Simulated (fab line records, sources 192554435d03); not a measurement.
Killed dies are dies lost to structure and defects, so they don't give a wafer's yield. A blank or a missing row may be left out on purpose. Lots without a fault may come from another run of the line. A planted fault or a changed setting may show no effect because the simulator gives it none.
Split-lot experiment | flow n5_finfet | 7 lots, 39 wafers read, on a route of 1938 steps

THE SPLIT
At N5_HKMG_FIN_DESCUM_53 (chemistry O2, time 7.9 s), the setting time_s was moved away from the recipe's 7.9 s on 12 of the 39 wafers read, by -55.1% to +57.0%. The other wafers ran this setting at the recipe's value.

The reading is taken at the split's own step.

THE READING
CAR-ArF_of_HKMG_FIN_COAT_43.thk_nm (the simulator's own value, which no gauge read), in nm, at N5_HKMG_FIN_DESCUM_53 (chemistry O2, time 7.9 s). The file gives no usual value for it. The 27 wafers here that ran the recipe average 83.2 nm, standard deviation 0.31 nm.

wafer  | tool, chamber at the split | time_s as run, s | against the recipe | CAR-ArF_of_HKMG_FIN_COAT_43.thk_nm, nm | against lot-mates on the recipe
L078.1 | rie_diel-06, 0             | 7.9              | recipe             | 83.2                                   | -
L078.2 | rie_diel-06, 2,1           | 12.4             | +57.0%             | 80.4                                   | -2.8
L078.6 | rie_diel-06, 2,1           | 12.4             | +57.0%             | 80.4                                   | -2.8
L078.3 | rie_diel-06, 3             | 7.9              | recipe             | 83                                     | -
L078.4 | rie_diel-06, 1             | 7.9              | recipe             | 83.4                                   | -
L078.5 | rie_diel-06, 0             | 12.4             | +57.0%             | 80.6                                   | -2.6
L081.1 | rie_diel-03, 3,1           | 11.37            | +43.9%             | 81.6                                   | -2.1
L081.5 | rie_diel-03, 3,1           | 11.37            | +43.9%             | 81.6                                   | -2.1
L081.2 | rie_diel-03, 2             | 7.9              | recipe             | 84                                     | -
L081.3 | rie_diel-03, 1,0           | 7.9              | recipe             | 83.6                                   | -
L081.4 | rie_diel-03, 1,0           | 7.9              | recipe             | 83.6                                   | -
L081.6 | rie_diel-03, 2             | 11.37            | +43.9%             | 81.4                                   | -2.3
L086.1 | rie_diel-02, 3             | 7.9              | recipe             | 83.2                                   | -
L086.2 | rie_diel-02, 1,0,1         | 10.73            | +35.8%             | 81.6                                   | -1.4
L086.4 | rie_diel-02, 1,0,1         | 10.73            | +35.8%             | 81.6                                   | -1.4
L086.5 | rie_diel-02, 1,0,1         | 10.73            | +35.8%             | 81.6                                   | -1.4
L086.3 | rie_diel-02, 2             | 7.9              | recipe             | 83                                     | -
L086.6 | rie_diel-02, 2             | 7.9              | recipe             | 82.8                                   | -
L089.2 | rie_diel-06, 2             | 7.9              | recipe             | 83.2                                   | -
L089.3 | rie_diel-06, 1,2           | 7.9              | recipe             | 83.4                                   | -
L089.6 | rie_diel-06, 1,2           | 7.9              | recipe             | 83.4                                   | -
L090.1 | rie_diel-06, 2             | 7.9              | recipe             | 83.4                                   | -
L090.2 | rie_diel-06, 3             | 3.549            | -55.1%             | 86                                     | +2.9
L090.6 | rie_diel-06, 3             | 3.549            | -55.1%             | 86                                     | +2.9
L090.3 | rie_diel-06, 0             | 3.549            | -55.1%             | 85.8                                   | +2.7
L090.4 | rie_diel-06, 1             | 7.9              | recipe             | 83.2                                   | -
L090.5 | rie_diel-06, 0             | 7.9              | recipe             | 82.8                                   | -
L092.1 | rie_diel-03, 3,2           | 7.9              | recipe             | 83.4                                   | -
L092.3 | rie_diel-03, 3,2           | 7.9              | recipe             | 83.4                                   | -
L092.2 | rie_diel-03, 0,1,2         | 7.9              | recipe             | 83.2                                   | -
L092.5 | rie_diel-03, 0,1,2         | 7.9              | recipe             | 83.2                                   | -
L092.6 | rie_diel-03, 0,1,2         | 7.9              | recipe             | 83.2                                   | -
L092.4 | rie_diel-03, 1             | 7.9              | recipe             | 83.6                                   | -
L097.1 | rie_diel-03, 3             | 7.9              | recipe             | 82.6                                   | -
L097.2 | rie_diel-03, 0,3           | 7.9              | recipe             | 82.8                                   | -
L097.6 | rie_diel-03, 0,3           | 7.9              | recipe             | 82.8                                   | -
L097.3 | rie_diel-03, 2,1,0         | 7.9              | recipe             | 83                                     | -
L097.4 | rie_diel-03, 2,1,0         | 7.9              | recipe             | 83                                     | -
L097.5 | rie_diel-03, 2,1,0         | 7.9              | recipe             | 83                                     | -
Where a row lists several chambers, the file gives one row for several wafers and doesn't say which wafer went through which chamber.

THE FIT
A straight line over all 39 wafers: CAR-ArF_of_HKMG_FIN_COAT_43.thk_nm changes by -0.0464 nm for each +1% of time_s; r = -0.97; the points scatter about the line by 0.29 nm.
The same after taking each lot's own level away (the mean of its wafers on the recipe; 39 wafers): -0.0484 nm for each +1%; r = -0.99; scatter 0.18 nm.
On that fit, the largest move of time_s shifts the reading by 2.8 nm.
The lots' own levels span 82.87 to 83.73 nm, that is 2.8 times the standard deviation above.
So the lot-to-lot level changes the slope little: the two slopes agree.
Check: with one of the wafers moved furthest among these (+57.0%) left out of the fit, the line predicts -2.71 nm for it against its lot-mates. It came out at -2.8 nm against them.

OTHER SPLITS ON THESE WAFERS
These wafers also went through other splits before the reading. Each is held against what the fit with the lots' levels taken away leaves over:
other split on the same wafers     | wafers away from the commonest value | r with CAR-ArF_of_HKMG_FIN_COAT_43.thk_nm (lot level and that fit taken away)
N5_FIN_SAQP_HM_DEP_03 target_thk_a | 15                                   | -0.01
N5_SD_EPI_P_EPI_21 time_s          | 18                                   | +0.00

THE FILE'S OWN FIT
CAR-ArF_of_HKMG_FIN_COAT_43.thk_nm changes by -0.0481 nm for each +1% of time_s, r = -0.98.
